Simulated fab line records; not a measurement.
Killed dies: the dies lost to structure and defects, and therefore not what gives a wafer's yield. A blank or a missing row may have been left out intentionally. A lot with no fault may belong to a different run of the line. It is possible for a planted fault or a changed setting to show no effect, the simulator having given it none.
fab line records    flow nandHarc    part 1 of 2: steps 1 to 4 of 6
[record] lots = 19  wafers = 57  lastDay = 33
route steps=1302 shown A_STAIRCASE@674
lots untouched by any fault: they come from a run of this same line in which no faults occurred
startH: hours from the record's opening day to when the first of the lot's shown wafers began    waitH: hours from the lot's prior step to this one    " identical to the entry in the row above    L1.1+2: a row that stands for several wafers    - no value, or no start was given    * or withheld: withheld    < > ~ a bound
route shown NAME@n: a module of which the file shows steps, and the number in the route of the first    usual: mean and standard deviation over wafers with no fault    same: alike in all rows    chamber/n: place in a boat    sites: the reading at each site    _std_site: their standard deviation    _edge_site: mean of outer sites minus mean of inner sites    radiusMm: for every site, how far away it sits from the centre of the wafer    mask NAME#n: copy n    behind: tool/chamber where the wafer was last shaped    hold: why the lot went on hold/how many hours it stayed there/how the hold came to an end    device: whichever transistor did not switch (one of n, p or np)    end of line: the route-end tests of the same wafers    where a step has no rows: the recipe by itself    killed: dies lost to structure and defects at the first sort, not the wafer's yield    map: shows each die of a wafer: x if killed, . if not, _ if none is there
set.NAME: the run value of the setting; set.NAME@STEP: its run value at that earlier step    model.NAME: the simulator's own value behind a step, which no gauge read
one table for each step of the route and one row for each wafer, over a sample of lots
services: a tool's chamber out of use, with start hour (startH, from the record's first day; less than 0 if before it), hours out, and reason
[[steps]]
[step NHARC_A_STAIRCASE_TRIM_18]
[recipe] timeS = 211.2  o2FlowSccm = 500  arFlowSccm = 0  biasW = 0  chemistry = O2
[usual] chamberPressureMTorr = 60.00/0.055  drypumpMotorCurrentA = 5.8/0.41  oesProductAu = 1.006/0.012  rfVppV = 57.9/0.83  showerheadPlenumPTorr = 3.57/0.16  throttleValvePct = 17.037/0.0094
[same] timeS = 211.2
lot.wafer  tool        chamber  startH  waitH  chamberPressureMTorr  drypumpMotorCurrentA  oesProductAu  rfHoursCounterH  rfVppV  showerheadPlenumPTorr  throttleValvePct
L074.3     rieDiel-01  1        -       -      59.92                 6.1                   1.009         50               57.5    3.48                   17.044
L074.4     "           0        "       "      59.99                 4.7                   0.986         50               59.1    3.54                   17.031
L074.5     "           2        "       "      60.00                 5.9                   0.989         -                58.3    3.78                   17.020
L075.3     rieDiel-10  2        -       -      59.94                 5.4                   1.004         27               56.9    3.29                   17.033
L075.4     "           1        "       "      60.01                 5.7                   1.018         40               57.5    3.55                   17.037
L075.6     "           2        "       "      60.04                 5.4                   1.004         -                57.1    3.29                   17.032
L076.2     rieDiel-10  1        -       -      59.92                 5.7                   1.028         45               57.2    3.55                   17.050
L076.1     "           2        "       "      60.05                 5.4                   1.003         32               56.5    3.29                   17.038
L076.5     "           3        "       "      60.04                 5.9                   1.008         -                57.0    3.64                   17.025
L078.3     rieDiel-01  1        -       -      60.03                 6.2                   1.005         0                56.4    3.48                   17.030
L078.1     "           0        "       "      60.06                 4.7                   1.017         0                57.6    3.53                   17.032
L078.6     "           1        "       "      59.97                 6.1                   1.000         -                57.9    3.48                   17.037
L077.3     rieDiel-02  3        -       -      59.95                 5.5                   1.008         52               58.1    3.78                   17.030
L077.2     "           2        "       "      60.01                 6.1                   1.020         47               58.1    3.34                   17.023
L077.4     "           3        "       "      59.89                 5.6                   1.010         -                58.9    3.78                   17.045
L079.3     rieDiel-01  0        -       -      60.00                 4.7                   1.013         8                59.3    3.53                   17.026
L079.1     "           1        "       "      60.00                 6.1                   1.000         8                57.9    3.47                   17.021
L079.4     "           2        "       "      59.98                 5.9                   1.005         7                59.8    3.77                   17.049
L080.1     rieDiel-02  2        -       -      59.98                 6.1                   1.010         9                57.9    3.34                   17.043
L080.2     "           3        "       "      60.03                 5.5                   0.996         9                57.4    3.77                   17.023
L080.4     "           0        "       "      60.01                 6.1                   1.006         5                56.8    3.43                   17.028
L081.3     rieDiel-02  3        -       -      60.11                 5.6                   1.001         11               59.5    3.77                   17.038
L081.2     "           1        "       "      60.13                 6.2                   1.007         8                58.3    3.53                   17.047
L081.6     "           2        "       "      59.94                 6.1                   1.004         -                58.1    3.34                   17.040
L083.4     rieDiel-02  3        -       -      59.99                 5.5                   0.995         14               59.3    3.77                   17.024
L083.3     "           1        "       "      59.98                 6.3                   1.025         10               57.5    3.53                   17.026
L083.6     "           3        "       "      59.96                 5.5                   0.991         -                58.7    3.77                   17.038
L082.2     rieDiel-10  0        -       -      60.03                 5.5                   0.986         2                59.2    3.77                   17.023
L082.3     "           3        "       "      59.98                 5.9                   0.991         1                58.9    3.63                   17.037
L082.5     "           0        "       "      60.04                 5.5                   0.985         -                57.6    3.77                   17.028
L085.2     rieDiel-10  3        -       -      59.93                 6.0                   0.988         11               58.6    3.63                   17.039
L085.5     "           2        "       "      60.05                 5.4                   1.020         -                58.2    3.80                   17.034
L085.6     "           0        "       "      60.04                 5.5                   0.995         -                57.1    3.77                   17.030
L086.2     rieDiel-02  3        -       -      60.05                 5.5                   0.993         26               58.4    3.76                   17.038
L086.1     "           0        "       "      59.96                 6.1                   1.016         24               59.2    3.42                   17.044
L086.6     "           2        "       "      59.91                 6.1                   1.013         -                56.6    3.33                   17.043
L089.4     rieDiel-01  2        -       -      60.03                 5.9                   0.989         40               58.9    3.75                   17.043
L089.6     "           1        "       "      60.07                 6.1                   0.985         -                57.9    3.46                   17.040
L089.5     "           2        "       "      59.92                 5.9                   0.994         -                58.7    3.75                   17.029
L088.2     rieDiel-01  2        -       -      59.94                 5.9                   0.993         40               60.4    3.75                   17.048
L088.3     "           3        "       "      59.94                 5.6                   1.004         41               57.9    3.73                   17.037
L088.6     "           2        "       "      59.92                 5.9                   0.999         -                58.6    3.75                   17.033
L091.1     rieDiel-02  0        -       -      59.90                 6.1                   1.019         37               58.2    3.42                   17.019
L091.5     "           2        "       "      59.98                 6.1                   1.014         -                58.6    3.32                   17.036
L091.6     "           3        "       "      59.95                 5.5                   0.998         -                56.4    3.76                   17.025
L090.3     rieDiel-01  0        -       -      60.00                 4.7                   1.024         41               56.0    3.51                   17.048
L090.1     "           2        "       "      60.04                 5.9                   0.987         48               59.2    3.75                   17.045
L090.5     "           0        "       "      59.99                 4.7                   1.014         -                57.6    3.51                   17.052
L092.2     rieDiel-02  2        -       -      60.01                 6.1                   1.006         43               57.9    3.32                   17.033
L092.5     "           1        "       "      60.02                 6.2                   1.013         -                58.0    3.52                   17.057
L092.6     "           2        "       "      59.97                 6.1                   1.004         -                57.4    3.32                   17.048
L096.4     rieDiel-01  0        -       -      59.86                 4.7                   1.003         4                58.9    3.50                   17.036
L096.2     "           1        "       "      59.92                 6.1                   1.014         4                58.8    3.45                   17.035
L096.6     "           1        "       "      60.08                 6.1                   1.010         -                58.9    3.45                   17.042
L097.4     rieDiel-10  0        -       -      59.98                 5.4                   1.005         48               57.0    3.75                   17.034
L097.3     "           2        "       "      60.00                 5.4                   1.005         43               59.0    3.78                   17.051
L097.5     "           0        "       "      59.94                 5.4                   1.001         -                57.8    3.75                   17.043
[step NHARC_A_STAIRCASE_TRIM_20]
[recipe] timeS = 211.2  o2FlowSccm = 500  arFlowSccm = 0  biasW = 0  chemistry = O2
[usual] chamberPressureMTorr = 60.00/0.058  drypumpMotorCurrentA = 5.7/0.4  oesProductAu = 1.008/0.012  rfVppV = 58.0/0.86  showerheadPlenumPTorr = 3.61/0.15  throttleValvePct = 17.035/0.0092
[same] timeS = 211.2
lot.wafer  tool        chamber  startH  waitH  chamberPressureMTorr  drypumpMotorCurrentA  oesProductAu  rfHoursCounterH  rfVppV  showerheadPlenumPTorr  throttleValvePct
L074.4     rieDiel-10  0        358.96  0.1    59.97                 5.5                   1.035         35               57.9    3.79                   17.040
L074.3     "           3        "       "      60.02                 5.9                   0.997         30               57.3    3.65                   17.038
L074.5     "           0        "       "      59.95                 5.4                   1.016         -                59.2    3.79                   17.052
L075.4     rieDiel-10  2        365.38  0.1    59.89                 5.4                   1.013         27               58.6    3.29                   17.029
L075.3     "           3        "       "      60.00                 6.0                   0.998         33               57.7    3.65                   17.046
L075.6     "           2        "       "      59.93                 5.4                   1.000         -                56.5    3.29                   17.045
L076.2     rieDiel-01  3        380.47  0.1    59.96                 5.7                   1.008         49               57.5    3.75                   17.027
L076.1     "           1        "       "      60.12                 6.1                   1.016         55               58.2    3.48                   17.024
L076.5     "           0        "       "      60.08                 4.7                   0.994         -                58.2    3.54                   17.041
L078.3     rieDiel-01  1        391.64  0.1    60.01                 6.1                   0.999         1                57.0    3.48                   17.044
L078.1     "           3        "       "      59.99                 5.6                   1.003         1                58.0    3.75                   17.041
L078.6     "           1        "       "      60.02                 6.1                   0.999         -                56.6    3.48                   17.023
L077.3     rieDiel-02  1        392.26  0.1    59.97                 6.2                   1.015         53               57.4    3.54                   17.033
L077.2     "           2        "       "      59.94                 6.1                   1.019         47               57.9    3.34                   17.051
L077.4     "           1        "       "      59.91                 6.2                   1.008         -                58.0    3.54                   17.036
L079.3     rieDiel-01  3        412.77  0.1    60.02                 5.7                   1.016         8                57.7    3.75                   17.026
L079.4     "           0        "       "      60.03                 4.8                   1.018         8                57.5    3.53                   17.034
L079.1     "           2        "       "      60.11                 5.9                   0.999         8                59.0    3.77                   17.028
L080.1     rieDiel-01  3        415.78  0.1    60.00                 5.7                   1.007         9                59.5    3.75                   17.035
L080.2     "           0        "       "      60.03                 4.8                   1.006         9                58.9    3.53                   17.048
L080.4     "           1        "       "      60.03                 6.1                   1.005         9                57.2    3.47                   17.037
L081.2     rieDiel-02  1        426.47  0.1    60.11                 6.2                   1.015         8                58.0    3.54                   17.048
L081.3     "           2        "       "      59.94                 6.1                   1.001         11               58.1    3.33                   17.047
L081.6     "           0        "       "      59.96                 6.1                   1.010         -                58.5    3.43                   17.026
L083.3     rieDiel-10  1        440.68  0.1    60.10                 5.8                   1.027         1                59.3    3.54                   17.019
L083.4     "           2        "       "      59.98                 5.4                   1.033         1                57.7    3.81                   17.036
L083.6     "           1        "       "      59.97                 5.8                   1.018         -                58.1    3.54                   17.026
L082.2     rieDiel-10  0        444.45  0.1    60.00                 5.5                   1.003         3                56.9    3.77                   17.045
L082.3     "           3        "       "      60.00                 6.0                   0.987         2                57.7    3.63                   17.034
L082.5     "           1        "       "      60.02                 5.8                   1.025         -                58.1    3.54                   17.039
L085.2     rieDiel-01  3        469.31  0.1    59.99                 5.6                   0.993         29               57.1    3.74                   17.050
L085.5     "           0        "       "      59.99                 4.7                   1.026         -                58.8    3.52                   17.027
L085.6     "           1        "       "      59.95                 6.1                   1.004         -                58.9    3.46                   17.049
L086.1     rieDiel-10  3        478.84  0.1    60.00                 6.0                   0.999         14               58.0    3.63                   17.037
L086.2     "           0        "       "      59.94                 5.5                   1.001         16               58.9    3.77                   17.047
L086.6     "           3        "       "      59.99                 6.0                   0.999         -                57.9    3.63                   17.020
L089.4     rieDiel-01  1        498.54  0.1    59.91                 6.1                   1.009         36               57.8    3.46                   17.031
L089.6     "           1        "       "      59.95                 6.1                   0.996         -                57.6    3.46                   17.030
L089.5     "           2        "       "      60.12                 5.9                   1.011         -                59.2    3.75                   17.038
L088.3     rieDiel-02  0        501.63  0.1    60.00                 6.2                   1.004         31               57.8    3.42                   17.029
L088.2     "           3        "       "      60.05                 5.5                   0.983         33               57.4    3.76                   17.035
L088.6     "           1        "       "      60.04                 6.2                   1.023         -                57.2    3.52                   17.031
L091.1     rieDiel-10  2        522.52  0.1    60.06                 5.4                   1.009         24               57.5    3.79                   17.041
L091.6     "           3        "       "      60.04                 6.0                   0.991         -                57.6    3.62                   17.044
L091.5     "           0        "       "      60.07                 5.5                   0.996         -                57.9    3.76                   17.027
L090.3     rieDiel-02  0        522.72  0.1    60.10                 6.1                   1.026         37               56.1    3.42                   17.022
L090.1     "           2        "       "      59.95                 6.1                   1.018         39               58.0    3.32                   17.029
L090.5     "           0        "       "      60.05                 6.1                   1.013         -                57.2    3.42                   17.018
L092.2     rieDiel-02  0        538.67  0.1    60.01                 6.1                   1.011         41               57.9    3.41                   17.017
L092.5     "           3        "       "      60.01                 5.5                   0.983         -                57.8    3.75                   17.035
L092.6     "           0        "       "      59.92                 6.2                   1.015         -                57.4    3.41                   17.041
L097.4     rieDiel-10  0        577.55  0.1    60.04                 5.5                   1.012         48               57.1    3.75                   17.034
L097.3     "           2        "       "      60.04                 5.4                   1.015         44               59.3    3.78                   17.036
L097.5     "           0        "       "      60.07                 5.5                   1.018         -                59.0    3.75                   17.031
L096.2     rieDiel-10  3        577.71  0.2    60.04                 6.0                   0.995         48               58.0    3.61                   17.027
L096.4     "           0        "       "      59.99                 5.5                   1.011         48               59.1    3.75                   17.045
L096.6     "           2        "       "      60.12                 5.4                   1.014         -                58.2    3.78                   17.017
[step NHARC_A_STAIRCASE_TRIM_187]
[recipe] timeS = 211.2  o2FlowSccm = 500  arFlowSccm = 0  biasW = 0  chemistry = O2
[usual] chamberPressureMTorr = 60.00/0.055  drypumpMotorCurrentA = 5.7/0.4  oesProductAu = 1.009/0.012  rfVppV = 58.0/0.92  showerheadPlenumPTorr = 3.60/0.15  throttleValvePct = 17.037/0.0092
[same] timeS = 211.2
lot.wafer  tool        chamber  startH  waitH  chamberPressureMTorr  drypumpMotorCurrentA  oesProductAu  rfHoursCounterH  rfVppV  showerheadPlenumPTorr  throttleValvePct
L074.4     rieDiel-02  2        364.41  0.1    60.11                 6.1                   1.011         36               57.5    3.35                   17.032
L074.3     "           0        "       "      59.90                 6.2                   0.992         50               60.0    3.44                   17.046
L074.5     "           2        "       "      59.86                 6.1                   1.021         -                57.7    3.35                   17.020
L075.4     rieDiel-01  3        368.02  0.1    60.06                 5.7                   1.017         46               57.2    3.76                   17.019
L075.3     "           0        "       "      60.04                 4.7                   0.997         51               58.2    3.54                   17.036
L075.6     "           3        "       "      59.99                 5.7                   1.014         -                57.5    3.76                   17.030
L076.1     rieDiel-02  2        383.20  0.1    60.00                 6.1                   1.006         43               57.1    3.34                   17.058
L076.2     "           0        "       "      60.02                 6.1                   0.993         54               57.4    3.44                   17.043
L076.5     "           3        "       "      60.00                 5.5                   1.010         -                58.2    3.78                   17.027
L078.3     rieDiel-01  0        394.34  0.1    59.93                 4.8                   1.008         1                57.7    3.53                   17.031
L078.1     "           3        "       "      60.01                 5.6                   1.018         1                57.2    3.75                   17.030
L078.6     "           0        "       "      60.01                 4.7                   1.014         -                58.9    3.53                   17.023
L077.2     rieDiel-10  0        395.11  0.1    60.00                 5.5                   1.014         46               57.8    3.78                   17.052
L077.4     "           2        "       "      60.02                 5.4                   1.003         40               57.4    3.29                   17.041
L077.3     "           3        "       "      59.99                 6.0                   0.996         46               57.3    3.64                   17.042
L079.1     rieDiel-10  2        415.47  0.1    60.07                 5.4                   1.012         49               57.1    3.28                   17.043
L079.4     "           3        "       "      60.02                 6.0                   0.994         54               59.3    3.64                   17.029
L079.3     "           0        "       "      59.99                 5.4                   1.016         53               59.5    3.78                   17.048
L080.1     rieDiel-01  3        418.94  0.1    59.97                 5.6                   1.011         10               59.2    3.75                   17.035
L080.2     "           0        "       "      59.96                 4.7                   1.020         10               56.7    3.53                   17.039
L080.4     "           2        "       "      59.97                 5.9                   1.004         10               57.4    3.77                   17.034
L081.2     rieDiel-02  1        429.48  0.1    59.97                 6.3                   1.020         8                57.0    3.54                   17.039
L081.3     "           3        "       "      59.95                 5.5                   0.996         12               58.6    3.77                   17.034
L081.6     "           1        "       "      59.94                 6.2                   1.015         -                58.2    3.53                   17.042
L083.4     rieDiel-10  3        443.26  0.1    60.02                 6.0                   0.994         1                58.2    3.63                   17.039
L083.3     "           0        "       "      59.97                 5.5                   1.005         2                58.1    3.77                   17.045
L083.6     "           2        "       "      60.00                 5.4                   1.021         -                58.3    3.81                   17.051
L082.2     rieDiel-10  0        447.22  0.1    59.89                 5.5                   1.009         4                59.5    3.77                   17.040
L082.3     "           1        "       "      59.93                 5.8                   1.031         3                58.3    3.54                   17.029
L082.5     "           1        "       "      60.02                 5.8                   1.020         -                59.0    3.54                   17.020
L085.2     rieDiel-02  3        471.97  0.1    60.04                 5.6                   0.987         25               58.5    3.76                   17.027
L085.5     "           1        "       "      60.10                 6.3                   1.020         -                59.3    3.53                   17.041
L085.6     "           2        "       "      59.94                 6.1                   1.006         -                57.7    3.33                   17.029
L086.1     rieDiel-02  3        481.51  0.1    59.96                 5.6                   0.982         27               57.9    3.76                   17.039
L086.2     "           2        "       "      59.94                 6.1                   1.002         25               58.0    3.33                   17.031
L086.6     "           3        "       "      60.04                 5.5                   0.989         -                57.6    3.76                   17.048
L089.4     rieDiel-10  3        501.35  0.2    59.85                 6.0                   1.004         -                58.5    3.62                   17.062
L089.5     "           1        "       "      59.96                 5.8                   1.028         -                55.9    3.53                   17.030
L089.6     "           2        "       "      60.07                 5.4                   1.026         -                57.1    3.80                   17.027
L088.3     rieDiel-01  0        504.37  0.1    60.02                 4.7                   1.018         35               56.8    3.52                   17.025
L088.2     "           1        "       "      60.01                 6.1                   0.996         37               55.4    3.46                   17.021
L088.6     "           3        "       "      60.06                 5.6                   0.994         -                58.3    3.73                   17.059
L091.1     rieDiel-02  1        525.59  0.5    59.99                 6.2                   1.020         39               58.0    3.52                   17.035
L091.6     "           1        "       "      60.08                 6.2                   1.013         -                57.0    3.52                   17.035
L091.5     "           2        "       "      60.14                 6.1                   1.003         -                57.7    3.32                   17.025
L090.3     rieDiel-10  3        525.63  0.2    59.95                 6.0                   0.995         27               57.7    3.62                   17.031
L090.1     "           2        "       "      59.95                 5.4                   1.027         24               58.1    3.79                   17.045
L090.5     "           3        "       "      60.00                 6.0                   0.989         -                59.6    3.62                   17.031
L092.2     rieDiel-10  3        541.20  0.1    59.97                 6.0                   0.998         35               58.1    3.61                   17.037
L092.5     "           3        "       "      59.97                 6.0                   1.001         -                58.0    3.61                   17.036
L092.6     "           1        "       "      59.96                 5.7                   1.012         -                58.3    3.52                   17.033
L097.3     rieDiel-10  2        580.46  0.1    59.98                 5.4                   1.020         44               58.7    3.78                   17.034
L097.4     "           0        "       "      59.95                 5.5                   1.022         49               57.6    3.75                   17.030
L097.5     "           1        "       "      60.09                 5.7                   1.015         -                57.1    3.52                   17.035
L096.4     rieDiel-01  1        580.62  0.1    59.98                 6.1                   1.019         5                58.6    3.45                   17.029
L096.2     "           3        "       "      60.05                 5.6                   1.003         7                58.6    3.71                   17.051
L096.6     "           1        "       "      60.05                 6.1                   1.025         -                59.0    3.45                   17.038
[step NHARC_A_STAIRCASE_TRIM_191]
[recipe] timeS = 211.2  o2FlowSccm = 500  arFlowSccm = 0  biasW = 0  chemistry = O2
[usual] chamberPressureMTorr = 60.00/0.054  drypumpMotorCurrentA = 5.7/0.39  oesProductAu = 1.009/0.013  rfVppV = 57.9/0.93  showerheadPlenumPTorr = 3.60/0.15  throttleValvePct = 17.036/0.01
[same] timeS = 211.2
lot.wafer  tool        chamber  startH  waitH  chamberPressureMTorr  drypumpMotorCurrentA  oesProductAu  rfHoursCounterH  rfVppV  showerheadPlenumPTorr  throttleValvePct
L074.3     rieDiel-02  2        -       -      59.97                 6.1                   1.012         37               56.6    3.35                   17.048
L074.4     "           0        "       "      60.05                 6.1                   0.997         50               58.7    3.44                   17.023
L074.5     "           2        "       "      60.04                 6.1                   1.016         -                57.8    3.35                   17.040
L075.4     rieDiel-01  2        -       -      59.93                 5.9                   0.991         55               58.5    3.78                   17.023
L075.3     "           0        "       "      60.04                 4.7                   1.002         51               58.1    3.54                   17.031
L075.6     "           2        "       "      59.99                 5.9                   0.996         -                58.5    3.78                   17.035
L076.2     rieDiel-02  0        -       -      59.98                 6.1                   0.981         54               56.0    3.44                   17.033
L076.1     "           2        "       "      59.95                 6.1                   1.014         43               56.8    3.34                   17.027
L076.5     "           0        "       "      59.95                 6.1                   0.999         -                58.1    3.44                   17.035
L078.3     rieDiel-01  0        -       -      60.00                 4.7                   1.005         1                58.1    3.53                   17.047
L078.1     "           1        "       "      59.99                 6.1                   1.004         1                57.7    3.48                   17.044
L078.6     "           0        "       "      60.04                 4.7                   1.005         -                56.5    3.53                   17.045
L077.3     rieDiel-10  0        -       -      59.90                 5.5                   1.005         47               57.9    3.78                   17.050
L077.4     "           1        "       "      60.08                 5.7                   1.019         55               57.2    3.55                   17.029
L077.2     "           3        "       "      60.02                 5.9                   1.001         46               56.9    3.64                   17.028
L079.1     rieDiel-10  2        -       -      60.06                 5.4                   1.015         49               56.5    3.28                   17.038
L079.4     "           3        "       "      60.10                 6.0                   0.993         55               57.4    3.64                   17.039
L079.3     "           1        "       "      59.98                 5.8                   1.027         64               56.9    3.54                   17.023
L080.2     rieDiel-01  1        -       -      60.01                 6.1                   1.002         10               57.7    3.47                   17.040
L080.1     "           2        "       "      60.04                 5.9                   1.007         10               57.6    3.77                   17.039
L080.4     "           3        "       "      59.99                 5.6                   1.007         10               57.7    3.75                   17.037
L081.3     rieDiel-02  0        -       -      60.07                 6.1                   1.008         8                56.7    3.43                   17.043
L081.2     "           1        "       "      60.01                 6.3                   1.021         8                58.0    3.53                   17.050
L081.6     "           1        "       "      60.05                 6.2                   1.026         -                57.8    3.53                   17.028
L083.4     rieDiel-10  1        -       -      60.00                 5.8                   1.017         2                57.8    3.54                   17.023
L083.3     "           2        "       "      60.00                 5.4                   1.034         2                58.2    3.81                   17.046
L083.6     "           0        "       "      60.04                 5.5                   1.000         -                58.5    3.77                   17.032
L082.3     rieDiel-10  1        -       -      60.04                 5.8                   1.027         4                58.6    3.54                   17.015
L082.2     "           2        "       "      59.97                 5.4                   1.028         3                58.3    3.81                   17.040
L082.5     "           0        "       "      60.05                 5.4                   1.002         -                58.3    3.77                   17.035
L085.2     rieDiel-02  0        -       -      59.92                 6.1                   0.999         23               57.0    3.42                   17.031
L085.6     "           0        "       "      60.09                 6.2                   1.006         -                57.5    3.42                   17.039
L085.5     "           1        "       "      59.95                 6.3                   1.019         -                56.5    3.53                   17.034
L086.1     rieDiel-02  2        -       -      59.98                 6.1                   1.005         25               56.7    3.33                   17.033
L086.2     "           0        "       "      60.07                 6.1                   1.014         25               56.4    3.42                   17.026
L086.6     "           1        "       "      59.94                 6.3                   1.026         -                57.2    3.53                   17.026
L089.4     rieDiel-10  3        -       -      59.97                 5.9                   1.002         -                58.6    3.62                   17.039
L089.5     "           1        "       "      60.13                 5.8                   1.027         -                59.2    3.53                   17.044
L089.6     "           2        "       "      60.00                 5.4                   1.029         -                57.9    3.80                   17.046
L088.3     rieDiel-01  3        -       -      60.05                 5.7                   1.008         41               59.4    3.73                   17.030
L088.2     "           0        "       "      59.99                 4.8                   1.021         36               57.3    3.51                   17.030
L088.6     "           3        "       "      59.98                 5.7                   1.010         -                59.1    3.73                   17.030
L091.1     rieDiel-02  2        -       -      60.08                 6.1                   1.022         39               57.1    3.32                   17.032
L091.6     "           3        "       "      59.94                 5.6                   0.994         -                57.7    3.76                   17.041
L091.5     "           0        "       "      59.90                 6.1                   1.013         -                57.3    3.42                   17.040
L090.3     rieDiel-10  2        -       -      60.02                 5.4                   1.006         25               60.0    3.79                   17.040
L090.1     "           1        "       "      59.98                 5.8                   1.017         24               57.6    3.53                   17.030
L090.5     "           3        "       "      60.03                 6.0                   0.991         -                58.5    3.62                   17.039
L092.2     rieDiel-10  3        -       -      59.97                 6.0                   1.001         35               59.1    3.61                   17.031
L092.5     "           2        "       "      60.02                 5.4                   1.029         -                58.0    3.79                   17.023
L092.6     "           3        "       "      60.02                 5.9                   1.004         -                56.9    3.61                   17.034
L097.3     rieDiel-10  1        -       -      60.02                 5.7                   1.016         42               57.4    3.52                   17.035
L097.4     "           2        "       "      59.98                 5.4                   1.024         45               57.0    3.78                   17.054
L097.5     "           0        "       "      59.96                 5.5                   1.005         -                58.3    3.75                   17.035
L096.4     rieDiel-01  1        -       -      59.93                 6.1                   1.019         5                58.3    3.45                   17.040
L096.2     "           2        "       "      59.98                 5.9                   0.984         7                60.6    3.74                   17.060
L096.6     "           0        "       "      60.00                 4.7                   1.008         -                55.6    3.50                   17.026
